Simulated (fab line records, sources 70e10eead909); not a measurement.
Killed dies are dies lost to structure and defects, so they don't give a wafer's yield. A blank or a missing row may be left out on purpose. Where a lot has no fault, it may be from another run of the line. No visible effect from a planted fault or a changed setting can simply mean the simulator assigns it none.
Chamber matching + flow nandHarc + 4 sister chambers for NHARC_A_CONTACT_DESCUM_13 on rieDiel-01
The step chemistry O2, time 3 s. 4 wafers are shown with their chamber, then 7 later ones without.

## EACH WAFER AND ITS CHAMBER
| wafer  | chamber | showerheadPlenumPTorr (Torr) |
|--------|---------|------------------------------|
| L416.2 | 0       | 2.00                         |
| L415.5 | 2       | 1.80                         |
| L417.3 | 3       | 1.79                         |
| L417.4 | 1       | 1.83                         |

## WAFERS WITHOUT THEIR CHAMBER
| wafer  | showerheadPlenumPTorr (Torr) |
|--------|------------------------------|
| L417.6 | 1.79                         |
| L426.1 | 1.99                         |
| L426.5 | 1.99                         |
| L426.6 | 1.79                         |
| L427.3 | 1.83                         |
| L427.4 | 1.79                         |
| L427.5 | 1.83                         |

## WHICH CHAMBER EACH ONE RAN IN
| wafer  | from the rows above     | in truth |
|--------|-------------------------|----------|
| L417.6 | can't be placed: 3 or 2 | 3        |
| L426.1 | 0                       | 0        |
| L426.5 | 0                       | 0        |
| L426.6 | can't be placed: 3 or 2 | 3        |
| L427.3 | 1                       | 1        |
| L427.4 | can't be placed: 3 or 2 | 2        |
| L427.5 | 1                       | 1        |
Placed correctly: 4 of 7. Can't be placed from these rows: 3 (the true chamber is among the candidates in 3). Placed wrongly: 0.
How it was worked out, from the rows above alone: a wafer's distance from a chamber is the root of the sum, over the readings, of the square of ((its reading less the chamber's mean) divided by the reading's scatter). If the next closest chamber is less than 2 further off than the closest, the wafer can't be placed; otherwise it belongs to the closest. Each chamber's mean is taken over the wafers shown for it. The scatter: root of mean squared gap, hidden wafer to nearest shown wafer, with one shown wafer a chamber.
